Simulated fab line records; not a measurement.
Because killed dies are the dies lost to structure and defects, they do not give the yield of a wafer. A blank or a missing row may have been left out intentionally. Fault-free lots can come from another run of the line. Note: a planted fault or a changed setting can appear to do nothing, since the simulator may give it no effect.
fab line records ; flow nand-harc
record lots=6; wafers=18; last-day=32
route steps=1302 shown A_STAIRCASE@784 END@1302
lots with no fault: from the same line, run without faults
start-h: the number of hours between the record's first day and the start of the first shown wafer of the lot ; wait-h: hours since the lot's step before ; " identical to the entry in the row above ; L1.1+2: one row covering several wafers at once ; - either no value or no given start ; * or withheld: withheld ; < > ~ a bound
route shown NAME@n: a module of which the file shows steps, and the number in the route of the first ; usual: mean/standard deviation of fault-free wafers ; same: alike in all rows ; chamber/n: place in a boat ; sites: each site's reading ; _std_site: their standard deviation ; _edge_site: the outer-site mean with the inner-site mean subtracted ; radius-mm: how far each site lies from the wafer's centre ; mask NAME#n: copy n ; behind: the tool/chamber that last shaped the wafer ; hold: what put the lot on hold/how long, in hours/how the hold closed ; device: names the non-switching transistor (n, p or np) ; end of line: the tests these same wafers got at the end of their route ; a step given without rows: its recipe and nothing more ; killed: count of dies lost to structure and defects at first sort (not the wafer's yield) ; map: dies across one wafer; x = killed, . = not, _ = none there
set.NAME: the setting that was run; set.NAME@STEP: the one run at that earlier step ; model.NAME: the simulator's own value behind a step, which no gauge read
lots at selected steps of the route; one table per step, one row per wafer
services: the hour from which a tool's chamber was out of use, counted from the record's first day as start-h (under 0 if before that day), plus the number of hours and why
## steps
# step NHARC_A_STAIRCASE_DESCUM_270
# recipe time-s=3; o2-flow-sccm=200; ar-flow-sccm=0; bias-power-w=0; chemistry=O2
# step NHARC_A_STAIRCASE_ETCH_271
# recipe cf4-flow-sccm=100; chf3-flow-sccm=30; ar-flow-sccm=0; rf-w=500; bias-w=200; chemistry=CF4/CHF3
# step NHARC_A_STAIRCASE_HM_OPEN_457
# recipe o2-flow-sccm=400; cos-flow-sccm=20; ar-flow-sccm=0; rf-w=500; bias-w=300; chemistry=O2/COS
# step NHARC_A_STAIRCASE_STRIP_458
# recipe o2-flow-sccm=400; cos-flow-sccm=20; ar-flow-sccm=0; bias-w=0; chemistry=O2/COS
# step NHARC_A_STAIRCASE_ETCH_451
# recipe target-depth-a=300; overetch-a=30; time-s=16.5; ion-energy-ev=100; cf4-flow-sccm=80; o2-flow-sccm=20; ar-flow-sccm=0; rf-w=300; bias-w=100; chemistry=CF4/O2
# step NHARC_A_STAIRCASE_ETCH_273
# recipe target-depth-a=1.02e+05; time-s=2468.6; ion-energy-ev=800; c4f8-flow-sccm=80; o2-flow-sccm=60; ar-flow-sccm=withheld; rf-w=600; bias-w=3000; chemistry=C4F8/O2/Ar
# step NHARC_A_STAIRCASE_STRIP_274
# recipe o2-flow-sccm=500; ar-flow-sccm=0; bias-w=0; chemistry=O2
# usual chamber-pressure-mTorr=60.00/0.05; drypump-motor-current-A=5.6/0.63; oes-product-au=1.000/0.011; rf-vpp-V=57.9/0.9; showerhead-plenum-p-Torr=3.54/0.14; throttle-valve-pct=17.037/0.0095
lot.wafer;tool;chamber;start-h;wait-h;chamber-pressure-mTorr;drypump-motor-current-A;oes-product-au;rf-hours-counter-h;rf-vpp-V;showerhead-plenum-p-Torr;throttle-valve-pct
L403.1;rie-diel-08;0;-;-;59.97;5.5;0.998;5;57.4;3.41;17.048
L403.3;rie-diel-08;1;-;-;59.96;5.6;1.011;4;59.0;3.78;17.052
L403.5;rie-diel-08;3;-;-;60.04;4.8;1.012;-;57.1;3.51;17.055
L407.3;rie-diel-08;1;-;-;59.97;5.6;0.991;12;57.8;3.77;17.042
L407.2;rie-diel-08;2;-;-;59.92;5.6;1.003;14;56.6;3.50;17.038
L407.6;rie-diel-08;3;-;-;60.02;4.9;1.012;-;56.3;3.50;17.043
L409.1;rie-diel-08;3;-;-;60.00;4.9;1.021;25;58.2;3.49;17.045
L409.4;rie-diel-08;1;-;-;60.02;5.6;1.003;20;58.0;3.77;17.029
L409.6;rie-diel-08;2;-;-;59.95;5.5;1.014;-;57.5;3.49;17.041
L420.3;rie-diel-08;0;-;-;59.95;5.5;1.013;4;58.2;3.38;17.048
L420.6;rie-diel-08;2;-;-;60.00;5.6;0.998;-;56.9;3.47;17.026
L420.5;rie-diel-08;0;-;-;60.00;5.5;1.021;-;56.4;3.38;17.027
L421.2;rie-diel-02;0;-;-;60.00;6.8;1.007;60;58.1;3.72;17.017
L421.4;rie-diel-02;1;-;-;60.08;6.3;0.988;56;58.8;3.57;17.048
L421.6;rie-diel-02;1;-;-;60.05;6.3;0.995;-;58.4;3.57;17.041
L423.1;rie-diel-09;0;-;-;59.96;6.1;0.983;33;58.2;3.69;17.039
L423.3;rie-diel-09;1;-;-;60.07;6.2;0.978;9;57.9;3.47;17.052
L423.6;rie-diel-09;1;-;-;60.00;6.3;0.976;-;58.3;3.47;17.045
# step NHARC_A_STAIRCASE_STRIP_275
# recipe time-s=900; temp-c=130; chemistry=SPM
# step NHARC_A_STAIRCASE_PRECLEAN_276
# recipe time-s=*; temp-c=50; bath-age-min=0; chemistry=SC1
# step NHARC_A_STAIRCASE_SRD_277
# step NHARC_A_STAIRCASE_HM_DEP_459
# recipe target-thk-a=15000; temp-c=400; material=aC
# step NHARC_A_STAIRCASE_DEP_280
# recipe target-thk-a=300; target-thk-nm=30; temp-c=400; pressure-torr=3.5; flow-sccm=200; rf-w=350; material=SiON
# usual heater-power-w=750/97
lot.wafer;tool;chamber;start-h;wait-h;heater-power-w
L403.3;pecvd-04;2;394.12;1.0;818
L403.1;pecvd-04;0;394.12;1.0;766
L403.5;pecvd-04;2;394.12;1.0;838
L407.2;pecvd-03;0;422.76;1.3;927
L407.3;pecvd-03;1;422.76;1.3;582
L407.6;pecvd-03;1;422.76;1.3;577
L409.1;pecvd-03;2;445.54;1.6;741
L409.4;pecvd-03;1;445.54;1.6;659
L409.6;pecvd-03;2;445.54;1.6;748
L420.3;pecvd-02;1;571.59;1.0;637
L420.6;pecvd-02;2;571.59;1.0;746
L420.5;pecvd-02;0;571.59;1.0;788
L421.2;pecvd-04;1;574.26;1.3;714
L421.6;pecvd-04;1;574.26;1.3;707
L421.4;pecvd-04;2;574.26;1.3;877
L423.3;pecvd-03;1;591.85;1.0;593
L423.1;pecvd-03;0;591.85;1.0;973
L423.6;pecvd-03;0;591.85;1.0;973
# step NHARC_A_STAIRCASE_DEHYDRATE_281
# recipe temp-c=150; time-s=120
# step NHARC_A_STAIRCASE_HMDS_282
# recipe time-s=30
# step NHARC_A_STAIRCASE_COAT_283
# recipe spin-rpm=1200
# step NHARC_A_STAIRCASE_SOFTBAKE_284
# recipe temp-c=135; time-s=170
# step NHARC_A_STAIRCASE_EBR_285
# step NHARC_A_STAIRCASE_EXPOSE_286
# recipe na=0.5; dose-mj=25.01; mask-id=CHOP_100
# step NHARC_A_STAIRCASE_PEB_287
# recipe peb-temp-c=115; peb-time-s=130
# step NHARC_A_STAIRCASE_DEVELOP_288
# recipe time-s=140
# step NHARC_A_STAIRCASE_HARDBAKE_290
# recipe temp-c=120; time-s=140
# step NHARC_A_STAIRCASE_DESCUM_291
# recipe time-s=3; o2-flow-sccm=200; ar-flow-sccm=0; bias-power-w=0; chemistry=O2
# step NHARC_A_STAIRCASE_ETCH_292
# recipe cf4-flow-sccm=100; chf3-flow-sccm=30; ar-flow-sccm=0; rf-w=500; bias-w=200; chemistry=CF4/CHF3
# usual chamber-pressure-mTorr=25.000/0.022; drypump-motor-current-A=5.5/0.57; oes-product-au=0.945/0.023; rf-vpp-V=370.6/2.3; showerhead-plenum-p-Torr=1.58/0.065; throttle-valve-pct=16.803/0.0092
lot.wafer;tool;chamber;start-h;wait-h;chamber-pressure-mTorr;drypump-motor-current-A;oes-product-au;rf-hours-counter-h;rf-vpp-V;showerhead-plenum-p-Torr;throttle-valve-pct
L403.3;rie-diel-08;0;395.17;0.1;24.997;5.6;0.929;6;367.8;1.52;16.803
L403.1;rie-diel-08;2;395.17;0.1;24.990;5.6;0.920;4;369.6;1.56;16.795
L403.5;rie-diel-08;3;395.17;0.1;25.002;4.9;0.941;-;370.1;1.56;16.822
L407.3;rie-diel-08;2;423.72;0.1;24.998;5.6;0.913;18;369.1;1.56;16.795
L407.2;rie-diel-08;3;423.72;0.1;25.003;4.8;0.939;20;370.5;1.56;16.799
L407.6;rie-diel-08;2;423.72;0.1;25.021;5.6;0.919;-;371.4;1.56;16.804
L409.4;rie-diel-09;0;446.54;0.1;25.009;6.1;0.945;43;373.4;1.66;16.803
L409.1;rie-diel-09;1;446.54;0.1;25.014;6.3;0.954;44;370.6;1.55;16.812
L409.6;rie-diel-09;0;446.54;0.1;25.016;6.2;0.937;-;373.6;1.66;16.813
L420.3;rie-diel-08;3;572.70;0.1;25.049;4.8;0.925;6;369.3;1.55;16.811
L420.6;rie-diel-08;2;572.70;0.1;25.013;5.6;0.930;-;370.6;1.55;16.799
L420.5;rie-diel-08;3;572.70;0.1;25.009;4.9;0.938;-;369.6;1.55;16.799
L421.2;rie-diel-09;3;575.31;0.1;25.034;4.7;0.921;28;370.6;1.57;16.801
L421.6;rie-diel-09;0;575.31;0.1;25.031;6.1;0.907;-;373.2;1.65;16.822
L421.4;rie-diel-09;2;575.31;0.1;25.019;5.0;0.914;-;373.5;1.69;16.792
L423.1;rie-diel-09;3;592.94;0.1;25.022;4.7;0.928;36;372.4;1.56;16.789
L423.3;rie-diel-09;2;592.94;0.1;24.975;5.0;0.909;35;373.1;1.69;16.810
L423.6;rie-diel-09;2;592.94;0.1;25.007;5.0;0.918;-;374.2;1.69;16.786
# step NHARC_A_STAIRCASE_HM_OPEN_460
# recipe o2-flow-sccm=400; cos-flow-sccm=20; ar-flow-sccm=0; rf-w=500; bias-w=300; chemistry=O2/COS
# usual chamber-pressure-mTorr=19.998/0.019; drypump-motor-current-A=5.5/0.57; oes-product-au=0.997/0.01; rf-vpp-V=467.2/2.9; showerhead-plenum-p-Torr=3.13/0.13; throttle-valve-pct=28.330/0.0095
lot.wafer;tool;chamber;start-h;wait-h;chamber-pressure-mTorr;drypump-motor-current-A;oes-product-au;rf-hours-counter-h;rf-vpp-V;showerhead-plenum-p-Torr;throttle-valve-pct
L403.3;rie-diel-08;2;-;-;19.968;5.6;1.007;4;467.6;3.10;28.344
L403.1;rie-diel-08;3;-;-;20.044;4.8;1.010;6;466.8;3.10;28.334
L403.5;rie-diel-08;1;-;-;19.982;5.6;1.013;-;470.6;3.34;28.326
L407.3;rie-diel-08;1;-;-;20.015;5.6;0.997;14;471.9;3.34;28.334
L407.2;rie-diel-08;2;-;-;19.998;5.6;0.997;18;466.7;3.09;28.330
L407.6;rie-diel-08;1;-;-;20.039;5.6;0.994;-;472.2;3.34;28.332
L409.1;rie-diel-09;2;-;-;19.958;5.0;0.999;47;462.1;2.89;28.325
L409.4;rie-diel-09;1;-;-;20.021;6.2;0.988;44;466.8;3.08;28.329
L409.6;rie-diel-09;2;-;-;20.010;5.0;0.991;-;461.7;2.89;28.344
L420.3;rie-diel-08;3;-;-;19.970;4.9;1.008;6;465.7;3.08;28.334
L420.6;rie-diel-08;0;-;-;20.009;5.6;1.009;-;466.2;2.99;28.324
L420.5;rie-diel-08;2;-;-;19.994;5.5;0.997;-;465.7;3.07;28.325
L421.2;rie-diel-09;3;-;-;20.021;4.7;1.004;29;466.7;3.10;28.342
L421.6;rie-diel-09;0;-;-;19.988;6.2;0.993;-;468.9;3.27;28.331
L421.4;rie-diel-09;2;-;-;20.001;5.0;0.985;-;470.7;3.36;28.333
L423.3;rie-diel-09;3;-;-;20.023;4.7;1.002;36;466.4;3.10;28.333
L423.1;rie-diel-09;1;-;-;19.990;6.2;0.975;11;466.5;3.07;28.334
L423.6;rie-diel-09;3;-;-;20.011;4.7;1.006;-;465.8;3.10;28.329
# step NHARC_A_STAIRCASE_STRIP_461
# recipe o2-flow-sccm=400; cos-flow-sccm=20; ar-flow-sccm=0; bias-w=0; chemistry=O2/COS
# step NHARC_A_STAIRCASE_ETCH_452
# recipe target-depth-a=300; overetch-a=30; time-s=16.5; ion-energy-ev=100; cf4-flow-sccm=80; o2-flow-sccm=20; ar-flow-sccm=0; rf-w=300; bias-w=100; chemistry=CF4/O2
# usual chamber-pressure-mTorr=30.00/0.076; drypump-motor-current-A=5.5/0.57; oes_ar_750_au=0.999/0.0046; oes-product-au=0.999/0.01; rf-vpp-V=197.8/1.4; showerhead-plenum-p-Torr=1.33/0.057; throttle-valve-pct=13.398/0.009
lot.wafer;tool;chamber;start-h;wait-h;chamber-pressure-mTorr;drypump-motor-current-A;oes_ar_750_au;oes-product-au;rf-hours-counter-h;rf-vpp-V;showerhead-plenum-p-Torr;throttle-valve-pct
L403.3;rie-diel-08;0;-;-;30.04;5.6;1.003;1.006;10;196.7;1.29;13.384
L403.1;rie-diel-08;1;-;-;29.99;5.6;1.001;1.009;9;200.4;1.43;13.412
L403.5;rie-diel-08;3;-;-;30.00;4.8;1.008;1.019;-;197.2;1.33;13.396
L407.2;rie-diel-08;3;-;-;30.01;4.9;1.004;1.012;20;197.1;1.32;13.383
L407.3;rie-diel-08;0;-;-;29.96;5.6;1.000;1.002;18;195.4;1.28;13.376
L407.6;rie-diel-08;3;-;-;30.00;4.8;0.994;1.008;-;197.8;1.32;13.390
L409.1;rie-diel-09;3;-;-;30.01;4.7;0.998;1.008;45;199.5;1.34;13.396
L409.4;rie-diel-09;0;-;-;30.00;6.2;0.992;0.986;43;198.5;1.41;13.400
L409.6;rie-diel-09;1;-;-;29.98;6.2;0.998;0.991;-;196.5;1.32;13.399
L420.3;rie-diel-08;0;-;-;30.01;5.6;1.002;1.008;6;198.1;1.28;13.383
L420.6;rie-diel-08;2;-;-;30.01;5.6;1.007;0.999;-;197.5;1.31;13.391
L420.5;rie-diel-08;3;-;-;30.03;4.9;0.998;1.005;-;198.6;1.31;13.411
L421.2;rie-diel-09;2;-;-;29.97;5.0;0.997;0.984;28;200.2;1.44;13.393
L421.6;rie-diel-09;3;-;-;30.03;4.7;0.998;1.000;-;197.2;1.33;13.395
L421.4;rie-diel-09;0;-;-;30.05;6.2;0.995;0.980;-;200.3;1.40;13.383
L423.1;rie-diel-09;3;-;-;30.05;4.7;0.996;1.006;37;197.0;1.33;13.387
L423.3;rie-diel-09;1;-;-;30.00;6.2;0.995;0.977;12;197.9;1.31;13.393
L423.6;rie-diel-09;2;-;-;30.00;5.0;1.001;0.988;-;199.6;1.44;13.388
# step NHARC_A_STAIRCASE_ETCH_294
# recipe target-depth-a=49890; time-s=1211.6; ion-energy-ev=800; c4f8-flow-sccm=80; o2-flow-sccm=60; ar-flow-sccm=withheld; rf-w=600; bias-w=3000; chemistry=C4F8/O2/Ar
# usual chamber-pressure-mTorr=25.001/0.023; oes-product-au=0.934/0.011; rf-vpp-V=1827/10
lot.wafer;tool;chamber;start-h;wait-h;chamber-pressure-mTorr;oes-product-au;rf-hours-counter-h;rf-vpp-V
L403.1;rie-diel-08;2;-;-;25.055;0.940;6;1825
L403.3;rie-diel-08;1;-;-;25.030;0.930;9;1845
L403.5;rie-diel-08;2;-;-;25.005;0.928;-;1825
L407.3;rie-diel-08;2;-;-;25.000;0.929;18;1824
L407.2;rie-diel-08;3;-;-;24.962;0.935;20;1826
L407.6;rie-diel-08;2;-;-;24.987;0.936;-;1825
L409.1;rie-diel-09;1;-;-;25.008;0.934;44;1824
L409.4;rie-diel-09;3;-;-;24.958;0.941;45;1827
L409.6;rie-diel-09;1;-;-;24.999;0.928;-;1823
L420.3;rie-diel-08;2;-;-;24.977;0.933;6;1822
L420.5;rie-diel-08;3;-;-;25.020;0.937;-;1822
L420.6;rie-diel-08;0;-;-;25.006;0.940;-;1814
L421.2;rie-diel-09;3;-;-;24.993;0.931;29;1826
L421.4;rie-diel-09;0;-;-;25.034;0.928;-;1839
L421.6;rie-diel-09;3;-;-;25.009;0.936;-;1825
L423.3;rie-diel-09;2;-;-;25.032;0.925;36;1846
L423.1;rie-diel-09;3;-;-;24.987;0.926;37;1825
L423.6;rie-diel-09;3;-;-;25.018;0.933;-;1825
# step NHARC_A_STAIRCASE_STRIP_295
# recipe o2-flow-sccm=500; ar-flow-sccm=0; bias-w=0; chemistry=O2
# step NHARC_A_STAIRCASE_STRIP_296
# recipe time-s=900; temp-c=130; chemistry=SPM
# step NHARC_A_STAIRCASE_PRECLEAN_297
# recipe time-s=*; temp-c=50; bath-age-min=0; chemistry=SC1
# step NHARC_A_STAIRCASE_SRD_298
# step NHARC_A_STAIRCASE_HM_DEP_462
# recipe target-thk-a=8000; temp-c=400; material=aC
# step NHARC_A_STAIRCASE_DEP_301
# recipe target-thk-a=300; target-thk-nm=30; temp-c=400; pressure-torr=3.5; flow-sccm=200; rf-w=350; material=SiON
# step NHARC_A_STAIRCASE_DEHYDRATE_302
# recipe temp-c=150; time-s=120
# step NHARC_A_STAIRCASE_HMDS_303
# recipe time-s=30
# step NHARC_A_STAIRCASE_COAT_304
# recipe spin-rpm=1200
# step NHARC_A_STAIRCASE_SOFTBAKE_305
# recipe temp-c=135; time-s=170
# step NHARC_A_STAIRCASE_EBR_306
# step NHARC_A_STAIRCASE_EXPOSE_307
# recipe na=0.5; dose-mj=45.72; mask-id=CHOP_50
# step NHARC_END_SORT_01
# recipe temp-c=25
# usual killed-at-array=55/23; killed-at-other=1.0/1.2; killed-at-periphery=3.2/2.7; killed-dies=59/23; killed-open=3.1/1.6; killed-short=2.2/1.5
# same gross-dies=677
lot.wafer;tool;chamber;start-h;wait-h;killed-at-array;killed-at-other;killed-at-periphery;killed-dies;killed-open;killed-short
L407.2;prober-02;0;605.33;2.8;140;0;2;142;3;2
L407.3;prober-02;0;606.14;3.1;108;0;2;110;5;3
L407.6;prober-02;0;608.55;4.0;115;0;2;117;2;1
L409.1;prober-01;0;623.88;2.5;125;0;6;131;1;1
L409.4;prober-01;0;626.30;3.4;104;1;8;113;5;0
L409.6;prober-01;0;627.91;4.0;135;1;5;141;6;2
L421.2;prober-01;0;752.93;2.8;73;0;1;74;3;2
# killed by level:class
L407.2 A_STAIRCASE:unspecified=103 A_SLIT:chamber-film-flake=21 A_CHANNEL_HOLE_D1:chamber-film-flake=4 A_CHANNEL_HOLE_D2:chamber-film-flake=3 P_ZERO_WELL:chamber-film-flake=2 A_ZERO_WELL:chamber-film-flake=2 A_STAIRCASE:chamber-film-flake=2 A_STAIRCASE:geometric-particle:short=1
L407.3 A_STAIRCASE:unspecified=65 A_SLIT:chamber-film-flake=23 A_CHANNEL_HOLE_D2:chamber-film-flake=4 A_STAIRCASE:chamber-film-flake=4 A_M0:geometric-particle:open=2 A_CONTACT:chamber-film-flake=2 P_M0:geometric-particle:short=1 P_M2:geometric-particle:open=1
L407.6 A_STAIRCASE:unspecified=71 A_SLIT:chamber-film-flake=25 A_CHANNEL_HOLE_D2:chamber-film-flake=11 A_CHANNEL_HOLE_D1:chamber-film-flake=2 P_CONTACT:geometric-particle:open=1 A_CHANNEL_FILL_D1:geometric-particle:short=1 A_DECK1_JOINT:geometric-particle:open=1 P_ZERO_WELL:chamber-film-flake=1
L409.1 A_STAIRCASE:unspecified=102 A_CHANNEL_HOLE_D2:chamber-film-flake=12 P_STI:chamber-film-flake=4 A_CONTACT:chamber-film-flake=3 A_WL_FILL:chamber-film-flake=2 A_ONON_D1:geometric-particle:short=1 A_WL_FILL:geometric-particle:open=1 P_ZERO_WELL:chamber-film-flake=1
L409.4 A_STAIRCASE:unspecified=69 A_CHANNEL_HOLE_D2:chamber-film-flake=15 P_STI:chamber-film-flake=4 A_CHANNEL_HOLE_D1:chamber-film-flake=4 A_CHANNEL_FILL_D1:chamber-film-flake=4 A_WL_FILL:chamber-film-flake=3 A_CONTACT:chamber-film-flake=3 A_SLIT:chamber-film-flake=2
L409.6 A_STAIRCASE:unspecified=107 A_CHANNEL_HOLE_D2:chamber-film-flake=7 A_CHANNEL_HOLE_D1:chamber-film-flake=3 A_CHANNEL_FILL_D1:chamber-film-flake=3 A_WL_FILL:chamber-film-flake=3 A_CONTACT:chamber-film-flake=3 P_STI:chamber-film-flake=2 A_STAIRCASE:chamber-film-flake=2
L421.2 A_CHANNEL_HOLE_D1:chamber-film-flake=34 A_CHANNEL_HOLE_D2:chamber-film-flake=19 A_SLIT:chamber-film-flake=8 A_CONTACT:chamber-film-flake=5 A_CHANNEL_FILL_D1:geometric-particle:short=1 A_DECK1_JOINT:geometric-particle:open=1 A_ONON_D2:geometric-particle:open=1 A_WL_FILL:geometric-particle:short=1
# map L407.2 (x killed, . not)
____________.____________
_________......._________
_______..........._______
______....x......x.______
_____xxxxx.....x...._____
____.xxxxx...........____
____.xxxxxx.xx.......____
___.xxxxxxxx..........___
___.xxxxxxxx..........___
__xxxxxxxxxxx..........__
__..xxxxxxxx......x....__
_...xxxxxxxxx.x........._
_...xxxxxxxx.x.........._
_...xxxxxxxx............_
_...xxxxxxxx............_
_.....xxxx.............._
.....xxxxx...............
.....xxxx................
..................x......
......xx.................
.........................
_..............x........_
_............x.........._
_......................._
_......................._
_.....x................._
__..xx.........x.......__
__..xx.x..x...xx..x....__
___xxxxx..............___
___xxxxx..............___
____xxx....x.........____
____x..x.....x.......____
_____x.x............_____
______.x...........______
_______..........._______
_________......._________
____________x____________
# map L409.6 (x killed, . not)
____________.____________
_________......._________
_______.........x._______
______.............______
_____..............._____
____.................____
____.x...............____
___...................___
___.............x...x.___
__.....................__
__......x..............__
_.........x............._
_........xxxxx....x....._
_.......x.xxxxxx........_
_......xxxxxxxxxx......._
_.......xxxxxxxx........_
.......xxxxxxxxxxx.......
.......xxxxxxxxx.x.......
........xxxxxxxxx........
.......xxxxxxxxxx........
........xxxxxxxxx........
_......xxxxxxxxx.x......_
_.......xxxxxxx.x......._
_.....xxxxxxxxx........._
_........x.xx...x......._
_x........x..x.....x...._
__.x..........x........__
__.....................__
___.x...........x....x___
___x....x...x.x.......___
____x...x..xx...x....____
____..x..............____
_____..............._____
______......xxx....______
_______......x...._______
_________....x.._________
____________.____________
## services
tool;chamber;start-h;hours;kind
rie-diel-08;-;367.84;9.0;pm
rie-diel-08;2;379.29;7.0;repair
pecvd-04;1;381.53;7.2;repair
rie-diel-02;-;393.86;9.0;pm
rie-diel-08;1;401.22;6.6;repair
pecvd-02;-;408.39;13.0;pm
pecvd-04;-;431.79;0.4;repair
rie-diel-02;-;442.16;0.3;repair
pecvd-04;-;450.26;13.0;pm
rie-diel-09;3;451.33;8.9;repair
rie-diel-02;2;455.77;5.2;repair
rie-diel-08;0;465.72;2.6;repair
rie-diel-09;-;497.17;9.0;pm
pecvd-02;-;523.34;4.7;repair
pecvd-04;2;530.26;6.8;repair
rie-diel-09;1;539.60;45.0;repair
pecvd-03;-;547.16;13.0;pm
rie-diel-08;-;549.70;1.1;repair
pecvd-04;-;567.72;2.5;repair
rie-diel-08;-;569.67;0.4;repair
rie-diel-02;-;570.88;9.0;pm
pecvd-03;-;579.43;0.7;repair
rie-diel-09;0;589.90;6.2;repair
pecvd-04;-;590.22;1.2;repair
## key
first-sign step=NHARC_END_SORT_01; reading=killed-at-array; direction=up; sigmas=2.9; usual=55; struck=121
effect step=NHARC_END_SORT_01; reading=killed-dies; direction=up; sigmas=2.9; usual=59; struck=126
more-kills-born-at NHARC_A_STAIRCASE_DEP_280@pecvd-03=517
met-at NHARC_A_STAIRCASE_DEP_280
struck-wafers L407.2,L407.3,L407.6,L409.1,L409.4,L409.6
tester-left-out L407,L409
fault kind=chamber-particle-source; tool=pecvd-03; chamber=-; onset-h=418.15; steps=NHARC_A_STAIRCASE_DEP_280; rate-per-visit-cm2=1.9562; end-h=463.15
# tester-left-out: of these lots the tester's yield and bins aren't shown, on N5 and GAA mostly nor the transistor test; their killed dies are dies lost to structure and defects alone, not to doping, threshold or leakage, so they don't give the yield
